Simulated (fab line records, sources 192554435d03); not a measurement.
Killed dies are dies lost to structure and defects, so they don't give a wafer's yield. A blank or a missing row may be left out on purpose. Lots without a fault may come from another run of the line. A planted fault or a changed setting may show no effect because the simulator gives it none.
Split-lot experiment | flow n5_finfet | 7 lots, 21 wafers read, on a route of 1938 steps

THE SPLIT
At N5_BEOL_M8_ETCH_61 (etches SiARC in CF4, target depth 45.5 nm, time 75.8 s), the setting bias_w was moved away from the recipe's 36 W on 4 of the 21 wafers read, by +5.1% to +14.7%. The other wafers ran this setting at the recipe's value.

The reading is taken at the split's own step.

THE READING
rf_vpp_V, in V, at N5_BEOL_M8_ETCH_61 (etches SiARC in CF4, target depth 45.5 nm, time 75.8 s). Fault-free wafers of this fab line usually give 184.3 V, standard deviation 1.2 V.

wafer  | tool, chamber at the split | bias_w as run, W | against the recipe | rf_vpp_V, V | against lot-mates on the recipe
L077.4 | rie_diel-04, 2             | 36               | recipe             | 186.0       | -
L077.5 | rie_diel-04, 3             | 36               | recipe             | 186.2       | -
L077.6 | rie_diel-04, 0             | 36               | recipe             | 184.1       | -
L075.1 | rie_diel-05, 0             | 36               | recipe             | 185.2       | -
L075.4 | rie_diel-05, 3             | 36               | recipe             | 183.4       | -
L075.5 | rie_diel-05, 1             | 36               | recipe             | 183.4       | -
L079.1 | rie_diel-04, 3             | 36               | recipe             | 187.2       | -
L079.4 | rie_diel-04, 1             | 36               | recipe             | 181.9       | -
L079.6 | rie_diel-04, 0             | 36               | recipe             | 182.9       | -
L082.3 | rie_diel-05, 0             | 41.29            | +14.7%             | 203.4       | +16.8
L082.4 | rie_diel-05, 2             | 36               | recipe             | 186.6       | -
L082.5 | rie_diel-05, 1             | 41.29            | +14.7%             | 200.4       | +13.8
L085.3 | rie_diel-04, 1             | 36               | recipe             | 182.7       | -
L085.5 | rie_diel-04, 1             | 36               | recipe             | 183.3       | -
L085.6 | rie_diel-04, 3             | 36               | recipe             | 185.1       | -
L086.2 | rie_diel-02, 1             | 37.85            | +5.1%              | 191.4       | +8.2
L086.4 | rie_diel-02, 3             | 36               | recipe             | 183.2       | -
L086.6 | rie_diel-02, 0             | 36               | recipe             | 183.3       | -
L092.3 | rie_diel-05, 2             | 40.46            | +12.4%             | 199.6       | +15.2
L092.4 | rie_diel-05, 1             | 36               | recipe             | 184.9       | -
L092.5 | rie_diel-05, 2             | 36               | recipe             | 183.8       | -

THE FIT
A straight line over all 21 wafers: rf_vpp_V changes by +1.21 V for each +1% of bias_w; r = +0.97; the points scatter about the line by 1.5 V.
The same after taking each lot's own level away (the mean of its wafers on the recipe; 21 wafers): +1.1 V for each +1%; r = +0.97; scatter 1.4 V.
On that fit, the largest move of bias_w shifts the reading by 16 V.
The lots' own levels span 183.25 to 186.60 V, that is 2.8 times the standard deviation above.
So the lot-to-lot level changes the slope little: the two slopes agree.
Check: with one of the wafers moved furthest among these (+14.7%) left out of the fit, the line predicts +16.1 V for it against its lot-mates. It came out at +16.8 V against them.
Tool readings at the split's step, against how far the setting was moved: rf_vpp_V r = +0.97.

OTHER SPLITS ON THESE WAFERS
These wafers also went through other splits before the reading. Each is held against what the fit with the lots' levels taken away leaves over:
other split on the same wafers | wafers away from the commonest value | r with rf_vpp_V (lot level and that fit taken away)
N5_BEOL_M7_EXPOSE_25 dose_mj   | 4                                    | +0.02
N5_BEOL_M7_ETCH_66 bias_w      | 7                                    | +0.21
N5_BEOL_M8_EXPOSE_08 dose_mj   | 5                                    | +0.54

THE FILE'S OWN FIT
rf_vpp_V changes by +1.15 V for each +1% of bias_w, r = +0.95.
